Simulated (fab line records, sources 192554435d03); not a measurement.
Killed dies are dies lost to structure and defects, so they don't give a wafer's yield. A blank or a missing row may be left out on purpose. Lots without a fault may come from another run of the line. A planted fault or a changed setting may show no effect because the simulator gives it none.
fab line records | flow n5_finfet
record lots=7 wafers=39
route steps=1938 shown SD_EPI_N@288 SD_EPI_P@321 SD_ACTIVATION@330 HKMG_FIN@406 MOL_CONTACT_COAG@538
start_h: hours from the record's first day to the start of the lot's first wafer shown | wait_h: hours since the lot's step before | " the same as in the row above | L1.1+2: a row that stands for several wafers | - no value, or no start given | * or withheld: withheld | < > ~ a bound
route shown NAME@n: a module of which the file shows steps, and the number in the route of the first | usual: mean/standard deviation of fault-free wafers | same: alike in all rows | chamber/n: place in a boat | sites: the reading at each site | _std_site: their standard deviation | _edge_site: outer sites' mean less inner sites' | radius_mm: how far each site lies from the wafer's centre | mask NAME#n: copy n | behind: the tool/chamber that last shaped the wafer | hold: why the lot was held/for how many hours/how that ended | device: the transistor (n, p or np) that didn't switch | end of line: the same wafers' tests at the end of the route | a step without rows: its recipe alone | killed: dies lost to structure and defects at the first sort, not the wafer's yield | map: a wafer's dies, x killed, . not, _ none there
set.NAME: the setting as run; set.NAME@STEP: as run at that earlier step | model.NAME: the simulator's own value behind a step, which no gauge read
lots whose settings were changed on purpose; a table a step, a row a wafer
## steps
# step N5_SD_EPI_N_EPI_21
# recipe material=Si:P dopant=P temp_c=680 pressure_torr=255 time_s=690
# columns lot.wafer tool chamber start_h wait_h set.temp_c model.Si-P_of_SD_EPI_N_EPI_21.thk_nm
L078.1 epi_rpcvd-02 0 79.69 0.1 680 59.4
L078.2+6 " 0 " " 680 59.8
L078.3+4 " 0 " " 680 59.2
L078.5 " 0 " " 680 58.8
L080.1 epi_rpcvd-02 0 92.02 0.1 684.1 62.4
L080.2+3 " 0 " " 680 58.6
L080.4 " 0 " " 684.1 63.6
L080.5 " 0 " " 680 58
L080.6 " 0 " " 684.1 62.2
L085.1 epi_rpcvd-03 0 130.48 0.1 684.6 66.4
L085.2 " 0 " " 684.6 64.8
L085.3 " 0 " " 680 60.2
L085.4 " 0 " " 680 59.8
L085.5 " 0 " " 680 60.4
L085.6 " 0 " " 684.6 65.8
L088.1 epi_rpcvd-03 0 138.97 0.1 677.6 57.2
L088.2 " 0 " " 680 60
L088.3 " 0 " " 677.6 57.6
L088.4 " 0 " " 680 58.8
L088.5 " 0 " " 680 59.6
L088.6 " 0 " " 677.6 57
L090.1 epi_rpcvd-02 0 147.43 0.1 681.8 62
L090.2+5 " 0 " " 681.8 61.6
L090.3 " 0 " " 680 59.4
L090.4 " 0 " " 680 59.6
L090.6 " 0 " " 680 59.8
L093.1 epi_rpcvd-01 0 164.62 0.1 680 58.6
L093.2+4 " 0 " " 680 57.6
L096.1+3 epi_rpcvd-01 0 186.90 0.2 680 58.6
L096.2 " 0 " " 680 58.4
L096.4+5 " 0 " " 680 58.2
L096.6 " 0 " " 680 59.2
# step N5_SD_EPI_N_EPI_MEAS_23
# recipe mode=xrd
# usual thk_nm=59.3/1.4
# columns lot.wafer tool chamber start_h wait_h set.temp_c@SD_EPI_N_EPI_21 thk_nm
L078.1 film_metro-02 - 81.41 1.4 680 59.0
L078.2 " - " " 680 61.2
L078.3 " - " " 680 59.0
L078.4 " - " " 680 59.8
L078.5 " - " " 680 60.2
L078.6 " - " " 680 59.4
L080.1 film_metro-02 - 93.76 1.5 684.1 62.4
L080.2 " - " " 680 58.3
L080.3 " - " " 680 58.0
L080.4 " - " " 684.1 64.1
L080.5 " - " " 680 59.1
L080.6 " - " " 684.1 63.4
L085.1 film_metro-01 - 132.20 1.4 684.6 67.0
L085.2 " - " " 684.6 65.2
L085.3 " - " " 680 59.8
L085.4 " - " " 680 59.5
L085.5 " - " " 680 61.7
L085.6 " - " " 684.6 66.3
L088.1 film_metro-02 - 140.68 1.4 677.6 56.8
L088.2 " - " " 680 61.5
L088.3 " - " " 677.6 57.4
L088.4 " - " " 680 57.6
L088.5 " - " " 680 60.0
L088.6 " - " " 677.6 56.7
L090.1 film_metro-02 - 149.14 1.4 681.8 63.6
L090.2 " - " " 681.8 62.7
L090.3 " - " " 680 59.0
L090.4 " - " " 680 61.1
L090.5 " - " " 681.8 61.2
L090.6 " - " " 680 58.1
L093.1 film_metro-02 - 166.33 1.4 680 58.4
L093.2 " - " " 680 56.2
L093.4 " - " " 680 54.9
L096.1 film_metro-01 - 189.18 1.9 680 59.7
L096.2 " - " " 680 59.5
L096.3 " - " " 680 56.6
L096.4 " - " " 680 57.5
L096.5 " - " " 680 58.0
L096.6 " - " " 680 59.0
# step N5_SD_EPI_N_PRECLEAN_24
# recipe chemistry=O3/DIW time_s=60 temp_c=22 o3_ppm=10
# columns lot.wafer tool chamber start_h wait_h set.temp_c@SD_EPI_N_EPI_21 model.Si-P_of_SD_EPI_N_EPI_21.thk_nm
L078.1 wet_bench-04 3 81.62 0.2 680 59
L078.2+6 " 5,6 " " 680 59.4
L078.3+4 " 7,0 " " 680 58.8
L078.5 " 4 " " 680 58.4
L080.1 wet_bench-03 5 93.79 0.0 684.1 62
L080.2+3 " 1,6 " " 680 58.2
L080.4 " 0 " " 684.1 63.2
L080.5 " 7 " " 680 57.8
L080.6 " 4 " " 684.1 61.6
L085.1 wet_bench-03 6 132.23 0.0 684.6 66
L085.2 " 5 " " 684.6 64.2
L085.3 " 2 " " 680 59.8
L085.4 " 7 " " 680 59.4
L085.5 " 1 " " 680 60
L085.6 " 0 " " 684.6 65.4
L088.1 wet_bench-04 6 140.72 0.0 677.6 56.8
L088.2 " 0 " " 680 59.6
L088.3 " 3 " " 677.6 57.2
L088.4 " 2 " " 680 58.4
L088.5 " 7 " " 680 59.2
L088.6 " 1 " " 677.6 56.6
L090.1 wet_bench-06 2 149.18 0.0 681.8 61.6
L090.2+5 " 0,5 " " 681.8 61.2
L090.3 " 4 " " 680 59
L090.4 " 3 " " 680 59.2
L090.6 " 1 " " 680 59.4
L093.1 wet_bench-03 4 166.37 0.0 680 58.2
L093.2+4 " 2,5 " " 680 57.2
L096.1+3 wet_bench-03 4,3 189.21 0.0 680 58.2
L096.2 " 7 " " 680 58
L096.4+5 " 1,2 " " 680 57.8
L096.6 " 0 " " 680 58.8
# step N5_SD_EPI_N_SRD_25
# recipe time_s=30 temp_c=23 rinse_liquid=diw dry=ipa_marangoni
# step N5_SD_EPI_N_PRECLEAN_49
# recipe chemistry=NF3:NH3 afs_cycles=1 temp_c=30 time_s=20 sublimation_temp_c=180 sublimation_time_s=60 pressure_torr=3 rf_power_w=30
# step N5_SD_EPI_P_EPI_21
# recipe material=SiGe:B dopant=B temp_c=550 pressure_torr=20 ambient=H2 time_s=355
# step N5_SD_EPI_P_HM_STRIP_48
# recipe chemistry=H3PO4 temp_c=160 material=SiNx target=SiNx target_depth_a=30 overetch_fraction=0.3
# columns lot.wafer tool chamber start_h wait_h set.temp_c@SD_EPI_N_EPI_21 model.Si-P_of_SD_EPI_N_EPI_21.thk_nm
L078.1+3+4 wet_bench-01 6,5,7 86.22 0.0 680 58.6
L078.2+6 " 4,2 " " 680 59
L078.5 " 3 " " 680 58.2
L080.1 wet_bench-02 2 99.06 0.0 684.1 61.6
L080.2+3 " 6,0 " " 680 58
L080.4 " 7 " " 684.1 63
L080.5 " 3 " " 680 57.4
L080.6 " 1 " " 684.1 61.4
L085.1 wet_bench-02 1 138.02 0.0 684.6 65.6
L085.2 " 2 " " 684.6 64
L085.3 " 6 " " 680 59.6
L085.4 " 0 " " 680 59.2
L085.5 " 7 " " 680 59.8
L085.6 " 3 " " 684.6 65
L088.1 wet_bench-05 4 146.04 0.0 677.6 56.6
L088.2 " 0 " " 680 59.2
L088.3 " 1 " " 677.6 57
L088.4 " 7 " " 680 58.2
L088.5 " 2 " " 680 58.8
L088.6 " 3 " " 677.6 56.4
L090.1 wet_bench-01 5 154.13 0.0 681.8 61.2
L090.2+5 " 7,2 " " 681.8 60.8
L090.3 " 3 " " 680 58.8
L090.4+6 " 6,4 " " 680 59
L093.1 wet_bench-02 6 170.87 0.0 680 57.8
L093.2 " 1 " " 680 57
L093.4 " 0 " " 680 56.8
L096.1 wet_bench-05 2 194.64 0.0 680 58
L096.2+5 " 1,3 " " 680 57.6
L096.3 " 0 " " 680 57.8
L096.4 " 4 " " 680 57.4
L096.6 " 5 " " 680 58.6
# step N5_SD_EPI_P_SRD_49
# recipe dry=ipa_marangoni time_s=30 temp_c=23 rinse_liquid=diw
# step N5_SD_EPI_P_PRECLEAN_24
# recipe chemistry=O3/DIW time_s=45 temp_c=22 o3_ppm=10
# columns lot.wafer tool chamber start_h wait_h set.temp_c@SD_EPI_N_EPI_21 model.Si-P_of_SD_EPI_N_EPI_21.thk_nm
L078.1 wet_bench-01 6 86.29 0.0 680 58.6
L078.2+6 " 4,2 " " 680 59
L078.3+4 " 5,7 " " 680 58.4
L078.5 " 3 " " 680 58
L080.1 wet_bench-02 2 99.13 0.0 684.1 61.6
L080.2+3 " 6,0 " " 680 57.8
L080.4 " 7 " " 684.1 62.8
L080.5 " 3 " " 680 57.2
L080.6 " 1 " " 684.1 61.2
L085.1 wet_bench-02 1 138.09 0.0 684.6 65.4
L085.2 " 2 " " 684.6 63.8
L085.3 " 6 " " 680 59.4
L085.4 " 0 " " 680 59
L085.5 " 7 " " 680 59.6
L085.6 " 3 " " 684.6 64.8
L088.1 wet_bench-05 4 146.11 0.0 677.6 56.4
L088.2 " 0 " " 680 59
L088.3 " 1 " " 677.6 56.8
L088.4 " 7 " " 680 58
L088.5 " 2 " " 680 58.8
L088.6 " 3 " " 677.6 56.2
L090.1 wet_bench-01 5 154.20 0.0 681.8 61.2
L090.2 " 7 " " 681.8 60.8
L090.3 " 3 " " 680 58.6
L090.4 " 6 " " 680 58.8
L090.5 " 2 " " 681.8 60.6
L090.6 " 4 " " 680 59
L093.1 wet_bench-02 6 170.94 0.0 680 57.8
L093.2+4 " 1,0 " " 680 56.8
L096.1+3 wet_bench-05 2,0 194.71 0.0 680 57.8
L096.2 " 1 " " 680 57.6
L096.4+5 " 4,3 " " 680 57.4
L096.6 " 5 " " 680 58.4
# step N5_SD_EPI_P_PRECLEAN_32
# recipe chemistry=dHF time_s=10 dilution=500:1 temp_c=25
# step N5_SD_EPI_P_PRECLEAN_33
# recipe chemistry=SC2 time_s=45 temp_c=35 mix=1:1:50
# step N5_SD_ACTIVATION_RTA_00
# recipe temp_c=975 time_s=0 ambient=N2 idle_temp_c=600 ramp_up_c_per_s=150 ramp_down_c_per_s=60 cool_to_c=600
# step N5_SD_ACTIVATION_LSA_01
# recipe temp_c=1080 time_s=0.0008 ambient=N2
# step N5_SD_ACTIVATION_RS_MEAS_03
# recipe thk_meas_gauge=four-point-probe
# usual RS_SD_N=21.8/0.33 RS_SD_P=56.0/1
# columns lot.wafer tool chamber start_h wait_h set.temp_c@SD_EPI_N_EPI_21 RS_SD_N[ohm/sq] RS_SD_P[ohm/sq]
L078.1 film_metro-01 - 86.79 0.2 680 22.0 54.9
L078.2 " - " " 680 21.8 54.9
L078.3 " - " " 680 21.9 54.8
L078.4 " - " " 680 21.8 54.1
L078.5 " - " " 680 22.2 54.4
L078.6 " - " " 680 21.7 53.9
L080.1 film_metro-01 - 99.63 0.2 684.1 20.8 55.6
L080.2 " - " " 680 22.1 55.5
L080.3 " - " " 680 22.1 55.5
L080.4 " - " " 684.1 20.3 55.4
L080.5 " - " " 680 22.3 55.8
L080.6 " - " " 684.1 21.1 55.5
L085.1 film_metro-01 - 138.64 0.2 684.6 19.4 56.2
L085.2 " - " " 684.6 20.1 56.3
L085.3 " - " " 680 21.4 56.6
L085.4 " - " " 680 21.4 56.9
L085.5 " - " " 680 21.3 56.6
L085.6 " - " " 684.6 19.8 57.5
L088.1 film_metro-01 - 146.61 0.2 677.6 22.7 58.4
L088.2 " - " " 680 21.8 58.5
L088.3 " - " " 677.6 22.6 58.3
L088.4 " - " " 680 22.2 58.1
L088.5 " - " " 680 22.1 58.0
L088.6 " - " " 677.6 22.4 59.0
L090.1 film_metro-02 - 154.72 0.2 681.8 20.8 56.2
L090.2 " - " " 681.8 20.8 56.2
L090.3 " - " " 680 21.6 55.3
L090.4 " - " " 680 21.6 56.1
L090.5 " - " " 681.8 20.9 56.2
L090.6 " - " " 680 21.4 55.3
L093.1 film_metro-01 - 171.63 0.2 680 22.0 56.1
L093.2 " - " " 680 22.5 55.2
L093.4 " - " " 680 22.6 56.5
L096.1 film_metro-01 - 195.22 0.2 680 22.0 55.0
L096.2 " - " " 680 22.1 55.4
L096.3 " - " " 680 22.0 54.4
L096.4 " - " " 680 22.1 54.1
L096.5 " - " " 680 22.1 54.6
L096.6 " - " " 680 21.9 54.9
# step N5_HKMG_FIN_ETCH_58
# recipe chemistry=N2/H2 target=SOC target_depth_a=2158 ion_energy_ev=50 bias_w=13 time_s=741 pressure_mtorr=30 source_w=875 n2_flow_sccm=200 h2_flow_sccm=200
# usual rf_vpp_V=99.4/0.96
# columns lot.wafer tool chamber start_h wait_h set.source_w rf_vpp_V model.HKMG_FIN.feature_depth_nm model.etch.depth_nm model.SOC_of_HKMG_FIN_COAT_41.thk_nm
L078.1 rie_diel-02 0 101.98 0.0 875 100.4 214.2 214.2 86.2
L078.2 " 1 " " 875 98.8 213 213 87.2
L078.3 " 2 " " 875 100.7 221 220.9 78.8
L078.4 " 3 " " 875 101.2 215.8 215.8 84.4
L078.5 " 3 " " 875 99.6 215.6 215.5 84.2
L078.6 " 2 " " 875 99.3 220.4 220.4 80.2
L080.1 rie_diel-03 2 113.90 0.0 875 99.3 220.8 220.7 78.8
L080.2 " 1 " " 875 97.1 212.8 212.8 86
L080.3 " 0 " " 875 99.7 213 213 85.8
L080.4 " 3 " " 875 98.7 209.6 209.6 89.6
L080.5 " 3 " " 875 101.3 209 208.9 91
L080.6 " 2 " " 875 99.5 220 220.1 79.4
L085.1 rie_diel-01 1 152.83 0.0 875 99.5 218.4 218.4 84.2
L085.2 " 3 " " 875 99.0 213.8 213.8 88.4
L085.3 " 2 " " 875 98.4 213.2 213.2 88.8
L085.4 " 0 " " 734.6 105.5 183.8 183.9 117.4
L085.5 " 3 " " 734.6 106.3 185.2 185.1 116.2
L085.6 " 2 " " 734.6 106.0 182.2 182.2 119.8
L088.1 rie_diel-02 2 163.37 0.0 875 100.5 218.6 218.6 83.8
L088.2 " 3 " " 875 99.2 214.8 214.8 86.4
L088.3 " 0 " " 974.4 96.7 239 238.9 62.4
L088.4 " 0 " " 974.4 96.0 239 239.1 61.4
L088.5 " 2 " " 875 101.4 217.8 217.8 83.2
L088.6 " 3 " " 974.4 95.3 234 233.9 67.6
L090.1 rie_diel-03 2 170.05 0.0 875 98.8 219.2 219.2 81
L090.2 " 1 " " 958.3 96.9 230.2 230.2 71.2
L090.3 " 3 " " 958.3 94.1 224.6 224.7 76.2
L090.4 " 0 " " 875 100.2 216.8 216.7 84
L090.5 " 3 " " 958.3 97.3 223.4 223.4 76.8
L090.6 " 2 " " 875 99.9 218.2 218.1 82.8
L093.1 rie_diel-03 3 185.63 0.0 875 99.7 206.6 206.5 95
L093.2 " 0 " " 875 100.5 216 216 86
L093.4 " 3 " " 875 101.1 206.2 206.1 96
L096.1 rie_diel-02 3 208.88 0.0 875 99.1 211.2 211.2 88.6
L096.2 " 2 " " 997.8 96.0 244 243.9 57
L096.3 " 1 " " 875 98.5 216.2 216.1 85
L096.4 " 0 " " 997.8 94.5 244.6 244.6 56.8
L096.5 " 0 " " 997.8 94.4 241.8 241.8 58.8
L096.6 " 3 " " 875 98.9 212.8 212.8 88.4
# step N5_MOL_CONTACT_COAG_ETCH_110
# recipe chemistry=CF4/O2 target=Si target_depth_a=25 time_s=8 pressure_mtorr=100 source_w=200 bias_w=12 ion_energy_ev=60 Ar_flow_sccm=100 cf4_flow_sccm=100 O2_flow_sccm=10
# usual rf_vpp_V=127.3/1.8
# columns lot.wafer tool chamber start_h wait_h set.bias_w rf_vpp_V model.etch.depth_nm
L078.1 rie_diel-03 0 119.30 0.0 12 124.9 2.453
L078.2 " 3 " " 12.87 136.1 2.495
L078.3 " 1 " " 12 123.9 2.476
L078.4 " 2 " " 12.87 132.7 2.609
L078.5 " 3 " " 12.87 134.7 2.488
L078.6 " 0 " " 12 125.9 2.454
L080.1 rie_diel-02 3 130.37 0.0 10.03 109.1 2.308
L080.2 " 2 " " 12 127.2 2.533
L080.3 " 0 " " 10.03 111.1 2.295
L080.4 " 1 " " 12 129.9 2.46
L080.5 " 0 " " 10.03 110.2 2.298
L080.6 " 1 " " 12 129.6 2.435
L085.1 rie_diel-01 1 170.48 0.0 12 128.2 2.543
L085.2 " 2 " " 13.89 144.1 2.622
L085.3 " 3 " " 12 131.4 2.487
L085.4 " 0 " " 12 128.6 2.479
L085.5 " 1 " " 13.89 145.1 2.714
L085.6 " 0 " " 13.89 143.2 2.634
L088.1 rie_diel-02 0 178.92 0.0 12 128.9 2.558
L088.2 " 3 " " 12 127.3 2.498
L088.3 " 2 " " 12 127.3 2.58
L088.4 " 0 " " 12 131.4 2.564
L088.5 " 3 " " 12 127.3 2.5
L088.6 " 2 " " 12 126.2 2.591
L090.1 rie_diel-01 3 187.88 0.0 12 131.1 2.493
L090.2 " 2 " " 13.59 142.7 2.6
L090.3 " 1 " " 13.59 141.1 2.664
L090.4 " 1 " " 12 127.1 2.543
L090.5 " 3 " " 12 128.5 2.509
L090.6 " 2 " " 13.59 141.7 2.59
L093.1 rie_diel-02 2 201.87 0.0 12 126.4 2.553
L093.2 " 0 " " 12 127.8 2.528
L093.4 " 3 " " 12 127.0 2.487
L096.1 rie_diel-03 1 225.43 0.0 9.857 107.9 2.332
L096.2 " 2 " " 9.857 107.7 2.332
L096.3 " 0 " " 9.857 107.6 2.298
L096.4 " 2 " " 12 125.0 2.53
L096.5 " 0 " " 12 127.0 2.502
L096.6 " 1 " " 12 125.7 2.551
## key
split step=N5_SD_EPI_N_EPI_21 setting=temp_c stated=680 by=wafer
response step=N5_SD_EPI_N_EPI_21 reading=model.Si-P_of_SD_EPI_N_EPI_21.thk_nm change=+7.58 per=1% r=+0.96
response step=N5_SD_EPI_N_EPI_MEAS_23 reading=thk_nm change=* per=1% r=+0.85
response step=N5_SD_EPI_N_PRECLEAN_24 reading=model.Si-P_of_SD_EPI_N_EPI_21.thk_nm change=+7.45 per=1% r=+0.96
response step=N5_SD_EPI_P_HM_STRIP_48 reading=model.Si-P_of_SD_EPI_N_EPI_21.thk_nm change=+7.28 per=1% r=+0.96
response step=N5_SD_EPI_P_PRECLEAN_24 reading=model.Si-P_of_SD_EPI_N_EPI_21.thk_nm change=+7.36 per=1% r=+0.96
response step=N5_SD_ACTIVATION_RS_MEAS_03 reading=RS_SD_N change=-2.31 per=1% r=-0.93
split step=N5_HKMG_FIN_ETCH_58 setting=source_w stated=875 by=wafer
response step=N5_HKMG_FIN_ETCH_58 reading=rf_vpp_V change=-0.371 per=1% r=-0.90
response step=N5_HKMG_FIN_ETCH_58 reading=model.HKMG_FIN.feature_depth_nm change=+1.83 per=1% r=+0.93
response step=N5_HKMG_FIN_ETCH_58 reading=model.etch.depth_nm change=+1.83 per=1% r=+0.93
response step=N5_HKMG_FIN_ETCH_58 reading=model.SOC_of_HKMG_FIN_COAT_41.thk_nm change=-1.81 per=1% r=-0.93
split step=N5_MOL_CONTACT_COAG_ETCH_110 setting=bias_w stated=12 by=wafer
response step=N5_MOL_CONTACT_COAG_ETCH_110 reading=rf_vpp_V change=+1.04 per=1% r=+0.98
response step=N5_MOL_CONTACT_COAG_ETCH_110 reading=model.etch.depth_nm change=+0.0102 per=1% r=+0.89
